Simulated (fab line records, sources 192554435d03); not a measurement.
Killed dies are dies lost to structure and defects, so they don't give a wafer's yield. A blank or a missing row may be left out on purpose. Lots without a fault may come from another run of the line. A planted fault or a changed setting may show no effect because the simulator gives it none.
Which tool did it? | flow n5_finfet | 24 lots, 72 wafers sampled, at 2 steps of a route of 1938

WHAT THE GAUGES READ, wafer by wafer
N5_BEOL_M4_OVL_MEAS_12.
lot  | measured     | on         | M4_OVL (nm)
L074 | day 8 05:37  | overlay-01 | 0.3 -0.1 0.1
L075 | day 8 06:04  | overlay-02 | -1.0 -0.2 -0.3
L076 | day 8 11:34  | overlay-02 | -0.2 1.4 0.7
L077 | day 8 13:48  | overlay-02 | -0.8 -0.4 -0.1
L078 | day 8 23:06  | overlay-02 | 0.9 1.2 0.2
L079 | day 9 02:54  | overlay-01 | -0.7 0.2 0.7
L081 | day 9 22:13  | overlay-02 | -0.3 -0.2 1.3
L080 | day 9 22:26  | overlay-02 | -0.1 -0.2 0.3
L082 | day 9 23:55  | overlay-01 | 1.2 0.5 -0.1
L085 | day 10 05:49 | overlay-01 | 0.6 0.8 0.0
L084 | day 10 06:03 | overlay-02 | -0.8 -0.2 -1.3
L083 | day 10 06:35 | overlay-02 | -0.8 -0.9 -0.6
L086 | day 11 03:19 | overlay-01 | 0.0 0.2 0.2
L089 | day 11 21:45 | overlay-01 | 0.8 -0.1 -0.9
L087 | day 11 21:49 | overlay-02 | -1.3 -1.6 1.0
L090 | day 11 23:06 | overlay-02 | -2.0 0.7 -0.2
L088 | day 12 04:21 | overlay-01 | 1.2 1.0 0.2
L091 | day 12 04:25 | overlay-02 | -0.3 -0.2 -0.2
L092 | day 12 06:11 | overlay-02 | -1.1 -0.5 -0.8
L093 | day 12 12:31 | overlay-01 | 0.1 -1.2 -0.6
L094 | day 12 13:47 | overlay-02 | -0.5 -0.4 -0.6
L095 | day 13 02:34 | overlay-01 | -0.2 -0.8 -0.5
L096 | day 13 19:26 | overlay-02 | -0.3 1.2 0.3
L097 | day 15 12:54 | overlay-01 | 0.7 -0.9 0.5

WHICH TOOL RAN EACH LOT (tool, then ch and the chambers of the sampled wafers, then the start)
lot  | N5_BEOL_M3_DEP_57
L074 | pecvd-03 ch 0,1,2, day 8 04:53
L075 | pecvd-01 ch 0,1, day 8 04:58
L076 | pecvd-03 ch 0,1,2, day 8 08:38
L077 | pecvd-04 ch 0,1, day 8 11:32
L078 | pecvd-01 ch 0,1, day 8 20:03
L079 | pecvd-04 ch 1,2, day 9 00:50
L081 | pecvd-04 ch 0,1,2, day 9 19:31
L080 | pecvd-04 ch 0,1,2, day 9 21:14
L082 | pecvd-01 ch 0,1,2, day 9 22:25
L085 | pecvd-01 ch 1,2, day 10 02:58
L084 | pecvd-03 ch 0,1, day 10 03:05
L083 | pecvd-03 ch 0,1, day 10 03:36
L086 | pecvd-04 ch 0,2, day 11 00:36
L089 | pecvd-01 ch 0,2, day 11 19:25
L087 | pecvd-04 ch 1,2, day 11 19:53
L090 | pecvd-03 ch 0,1,2, day 11 21:44
L088 | pecvd-03 ch 0,1,2, day 12 02:48
L091 | pecvd-04 ch 1,2, day 12 03:04
L092 | pecvd-04 ch 0,1, day 12 03:26
L093 | pecvd-03 ch 0,1,2, day 12 09:41
L094 | pecvd-03 ch 0,2, day 12 12:53
L095 | pecvd-04 ch 0,1,2, day 12 22:34
L096 | pecvd-04 ch 0,2, day 13 18:07
L097 | pecvd-01 ch 0,1,2, day 15 12:02
- N5_BEOL_M3_DEP_57: deposits SiCN from 3MS/NH3, target thk 8 nm, time 14 s.

WHAT THE TOOLS THEMSELVES READ (means of the sampled wafers that have a number; where no wafer has one, the mark that the record gives instead)
N5_BEOL_M3_DEP_57.
lot  | tool     | showerhead_plenum_p_Torr (Torr) | showerhead_vpp_V (V) | throttle_valve_pct (%)
L074 | pecvd-03 | 3.672                           | 877                  | 9.3
L075 | pecvd-01 | 3.658                           | 917                  | 9.1
L076 | pecvd-03 | 3.667                           | 896                  | 9.2
L077 | pecvd-04 | 3.677                           | 879                  | 9.7
L078 | pecvd-01 | 3.660                           | 901                  | 8.9
L079 | pecvd-04 | 3.663                           | 895                  | 9.5
L081 | pecvd-04 | 3.679                           | 886                  | 9.5
L080 | pecvd-04 | 3.673                           | 886                  | 9.6
L082 | pecvd-01 | 3.662                           | 892                  | 9.0
L085 | pecvd-01 | 3.662                           | 913                  | 8.9
L084 | pecvd-03 | 3.678                           | 889                  | 8.9
L083 | pecvd-03 | 3.670                           | 931                  | 9.1
L086 | pecvd-04 | 3.687                           | 882                  | 9.3
L089 | pecvd-01 | 3.664                           | 876                  | 8.9
L087 | pecvd-04 | 3.668                           | 896                  | 9.6
L090 | pecvd-03 | 3.666                           | 898                  | 9.0
L088 | pecvd-03 | 3.668                           | 890                  | 9.0
L091 | pecvd-04 | 3.670                           | 895                  | 9.4
L092 | pecvd-04 | 3.662                           | 889                  | 9.7
L093 | pecvd-03 | 3.675                           | 893                  | 9.0
L094 | pecvd-03 | 3.665                           | 879                  | 8.8
L095 | pecvd-04 | 3.675                           | 884                  | 9.5
L096 | pecvd-04 | 3.690                           | 870                  | 9.3
L097 | pecvd-01 | 3.660                           | 892                  | 9.0

THE ANSWER, worked out from the rows above alone
Rule: what is usual is taken from the lots themselves. Put in order of their means at a reading, lots are off if they are a third of the lots or fewer, leave a main group of 4 or more, and stand apart from it by a gap of 3 or more times the standard deviation of the main group's means; of several such gaps the widest counts. A main group whose means are all the same, to the digits that the tables above print for the reading, isn't used. A lot without any number at a reading at which 4 lots or more have one is off too. The other lots that the step has rows for count as sound. The gauges are gone through in route order, then the tools' own readings, and for those a lot's mean is taken as printed above. The first step at which some lot is off is used, and at that step the reading that is off furthest; a lot without a number counts as furthest.
No lot is off at any reading shown: from this, nothing can be told.

WHAT THE SIMULATOR HAD PUT IN
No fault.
